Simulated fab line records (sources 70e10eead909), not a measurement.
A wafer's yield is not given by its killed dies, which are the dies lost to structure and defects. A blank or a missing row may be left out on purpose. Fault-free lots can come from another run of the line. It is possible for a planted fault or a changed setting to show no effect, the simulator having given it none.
Struck lot and sound lot, side by side -- flow nand-harc -- 15 steps out of a route of 1302
Sound: these wafers, L407.1, L407.4, L407.6. Wafers struck: L417.2, L417.5, L417.6. The cause is given at the end.
At each step with rows: each side's tool, then ch and its chambers, then its first start. Under that, the readings that differ: sound wafers -- struck wafers -- difference of the means -- sigmas: that difference in standard deviations of wafers without a fault.
alike: words and numbers the same on both sides, and readings whose means are apart by under 2 such deviations; not compared: readings that were withheld, readings missing a value for some wafer, numbers with overlapping values and no deviation given by the record, and bounds like >300 which may hide the same value.
The two part at a step that has a row with sigmas, a row that says differs or no value, or rows on one side only. Numbers that have no deviation but don't overlap get no sigmas and don't part them. Lack of a reading on every wafer of one side parts them only where that side has two or more wafers.

first, 2 steps without rows for these wafers: NHARC_A_CHANNEL_HOLE_D1_STRIP_42 (strips in CF4/CHF3); NHARC_A_CHANNEL_HOLE_D1_STRIP_43 (strips in O2/COS).
NHARC_A_CHANNEL_HOLE_D1_ETCH_44: etches the open film in CF4/O2, target depth 140 nm, overetch 14 nm, time 77 s.
  sound on rie-diel-10 ch 1,3, day 12 07:53; struck on rie-diel-08 ch 1,2, day 16 02:35
  alike: drypump-motor-current-A, oes_ar_750_au, oes_o_777_au, oes-product-au, rf-vpp-V, showerhead-plenum-p-Torr, throttle-valve-pct
  not compared: rf-hours-counter-h
NHARC_A_CHANNEL_HOLE_D1_STRIP_27: strips in O2.
  sound: rie-diel-10 ch 1,2; struck: rie-diel-08 ch 1,2,3
  alike: drypump-motor-current-A, oes-product-au, rf-vpp-V, showerhead-plenum-p-Torr, throttle-valve-pct
  not compared: rf-hours-counter-h
then, 2 steps without rows for these wafers: NHARC_A_CHANNEL_HOLE_D1_PRECLEAN_28 (cleans in SC1); NHARC_A_CHANNEL_HOLE_D1_SRD_29.
NHARC_A_CHANNEL_HOLE_D1_CD_MEAS_30:
  sound on cd-sem-03 at day 12 08:41; struck on cd-sem-01 at day 16 03:23
  alike: cd-nm
NHARC_A_CHANNEL_HOLE_D1_XSEM_31:
  sound on xsem-01 ch 0, day 12 08:46; struck on xsem-02 ch 0, day 16 03:28
reading,sound,struck,difference,sigmas
bow-nm (nm),9.0 9.0 9.0,7.9 7.9 7.9,-1.1,-3
  alike: bot-cd-nm, tilt-deg
NHARC_A_CHANNEL_HOLE_D1_INSPECT_40:
  sound on defect-inspect-02 at day 12 08:52; struck on defect-inspect-02 at day 16 03:34
  alike: raw-defect-count
then, 2 steps without rows for these wafers: NHARC_A_CHANNEL_FILL_D1_PRECLEAN_00 (cleans in SC1); NHARC_A_CHANNEL_FILL_D1_SRD_01.
NHARC_A_CHANNEL_FILL_D1_ALD_02: deposits SiO2, target thk 6 nm, pulse time 10 s, ald cycles 60.
  sound on ald-hk-04 ch 1,2, day 12 09:08; struck on ald-hk-03 ch 0,2,3, day 16 03:56
  alike: heater-power-outer-w, heater-power-w, precursor-pulse-height-rel, susceptor-temp-C
  not compared: since-wet-clean-h
NHARC_A_CHANNEL_FILL_D1_ALD_03: deposits SiNx, target thk 6 nm, pulse time 60 s, ald cycles 58.
  sound on ald-sin-batch-01 ch 0, day 12 12:31; struck on ald-sin-batch-01, day 16 07:14
  no value came back on the struck wafers for ald-cycles, chamber-pressure-Torr (Torr), precursor-pulse-height-rel, pulse-time-s (s); on the sound wafers ald-cycles reads 58 58 58
  not compared: susceptor-temp-C
NHARC_A_CHANNEL_FILL_D1_ALD_14: deposits SiO2, target thk 2.5 nm, pulse time 10 s, ald cycles 25.
  sound on ald-hk-01 ch 0,1,3, day 12 16:09; struck on ald-hk-03 ch 2,3, day 16 10:49
  alike: heater-power-outer-w, heater-power-w, precursor-pulse-height-rel, susceptor-temp-C
  not compared: since-wet-clean-h
-- the record jumps here: 15 days lie between the struck wafers' starts before and after (it left off in module A_CHANNEL_FILL_D1 and takes up again in module END, whose first step shown is number 1302 of the route) --
NHARC_END_SORT_01:
  the record has rows for the struck wafers here (prober-02 ch 0, day 31 12:12) and none for the sound ones

== WHERE THEY PART ==
Earliest at NHARC_A_CHANNEL_HOLE_D1_XSEM_31; latest, in this record, at NHARC_END_SORT_01.

WHY: what the simulator had put in
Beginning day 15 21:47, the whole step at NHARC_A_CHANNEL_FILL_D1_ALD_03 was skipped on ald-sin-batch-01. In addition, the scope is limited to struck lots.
